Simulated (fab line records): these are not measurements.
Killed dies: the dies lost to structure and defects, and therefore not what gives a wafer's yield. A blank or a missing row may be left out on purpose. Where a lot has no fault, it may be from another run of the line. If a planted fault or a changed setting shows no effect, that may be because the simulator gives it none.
Matching of chambers / flow n5Finfet / aldSin-04 running N5_SPACER0_ALD_00: 4 sister chambers
The step deposits SiOCN, target thk 3.5 nm, pulse time 3 s, purge time 2 s. 4 wafers are shown with their chamber, then 8 later ones without.

WAFERS PAIRED WITH THEIR CHAMBERS
wafer=L091.5; chamber=3; heaterPowerW (W)=821
wafer=L093.1; chamber=0; heaterPowerW (W)=854
wafer=L093.5; chamber=1; heaterPowerW (W)=817
wafer=L095.1; chamber=2; heaterPowerW (W)=896

WAFERS WHOSE CHAMBER IS MISSING
wafer=L095.3; heaterPowerW (W)=813
wafer=L095.5; heaterPowerW (W)=909
wafer=L096.2; heaterPowerW (W)=845
wafer=L096.4; heaterPowerW (W)=934
wafer=L096.6; heaterPowerW (W)=898
wafer=L097.2; heaterPowerW (W)=828
wafer=L097.3; heaterPowerW (W)=850
wafer=L097.4; heaterPowerW (W)=820

WHICH CHAMBER EACH ONE RAN IN
wafer=L095.3; from the rows above=can't be placed: 1 or 3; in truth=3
wafer=L095.5; from the rows above=2; in truth=2
wafer=L096.2; from the rows above=can't be placed: 0 or 3 or 1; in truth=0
wafer=L096.4; from the rows above=2; in truth=2
wafer=L096.6; from the rows above=2; in truth=2
wafer=L097.2; from the rows above=can't be placed: 3 or 1 or 0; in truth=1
wafer=L097.3; from the rows above=can't be placed: 0 or 3 or 1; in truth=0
wafer=L097.4; from the rows above=can't be placed: 3 or 1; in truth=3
3 of 8 placed correctly. Can't be placed from these rows: 5 (the true chamber is among the candidates in 5). Wrongly placed: 0.
How it was worked out, from the rows above alone: a wafer's distance from a chamber is the root of the sum, over the readings, of the square of ((its reading less the chamber's mean) divided by the reading's scatter). If the next closest chamber is less than 2 further off than the closest, the wafer can't be placed; otherwise it belongs to the closest. The mean given for a chamber averages the wafers shown for that chamber. The scatter (one wafer shown for each chamber): square how far every hidden wafer sits from the nearest shown wafer, average those squares and take the square root.
